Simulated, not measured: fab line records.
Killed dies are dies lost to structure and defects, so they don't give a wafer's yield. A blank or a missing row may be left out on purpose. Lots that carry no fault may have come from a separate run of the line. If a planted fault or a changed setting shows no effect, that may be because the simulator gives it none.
Matching of chambers -- flow n5-finfet -- 4 sister chambers for N5_MOL_CONTACT_COAG_CMP_23 on cmp-01
The step polishes, stops on SiO2, t overpolish 1.5 s, target thk 0 nm. 15 wafers are shown with their chamber, then 7 later ones without.

## EACH WAFER AND ITS CHAMBER
wafer,chamber,motor-current-A (A),time-to-endpoint-s (s),overpolish-run-s (s)
L080.1,1,9.7,10.8,1.504
L080.3,3,7.5,9.8,1.503
L080.4,2,6.7,11.2,1.503
L081.1,0,8.3,7.6,1.495
L081.3,2,7.3,7.3,1.508
L082.2,1,9.2,10.1,1.507
L082.4,3,7.8,12.7,1.488
L085.1,2,7.0,6.9,1.505
L085.4,1,9.5,8.5,1.497
L088.2,2,7.3,7.2,1.487
L088.3,0,8.6,9.3,1.488
L089.1,2,7.0,9.3,1.498
L089.2,0,8.5,11.6,1.488
L089.4,3,8.1,10.6,1.509
L091.1,0,8.8,12.1,1.499

SIGNATURES (averages over the wafers above)
reading,chamber 0,chamber 1,chamber 2,chamber 3,scatter within a chamber
motor-current-A,8.550,9.467,7.060,7.800,0.25
time-to-endpoint-s,10.150,9.800,8.380,11.033,1.76
overpolish-run-s,1.49250,1.50267,1.50020,1.50000,0.00767
Rule: for each reading, subtract the chamber's mean from the wafer's reading, divide by that reading's scatter and square the result; add these up over the readings and take the root, which gives the wafer's distance from the chamber. If the next closest chamber is less than 2 further off than the closest, the wafer can't be placed; otherwise it belongs to the closest. The scatter: the root of (the sum of the squares of (reading less its chamber's mean) over the shown wafers, divided by (wafers less chambers)).

## WAFERS WITH NO CHAMBER GIVEN
wafer,motor-current-A (A),time-to-endpoint-s (s),overpolish-run-s (s)
L091.3,9.6,11.1,1.500
L091.4,7.9,11.7,1.502
L094.1,8.7,12.2,1.490
L094.4,7.0,11.0,1.501
L096.2,7.7,12.5,1.495
L096.3,8.2,10.8,1.506
L096.4,7.1,10.3,1.497

## WHICH CHAMBER EACH ONE RAN IN
wafer,from the rows above,in truth
L091.3,1,1
L091.4,3,3
L094.1,0,0
L094.4,can't be placed: 2 or 3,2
L096.2,3,3
L096.3,can't be placed: 3 or 0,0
L096.4,can't be placed: 2 or 3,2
Correctly placed: 4 of 7. Cannot be placed on the basis of these rows: 3; the candidates contain the true chamber in 3. Placed wrongly: 0.
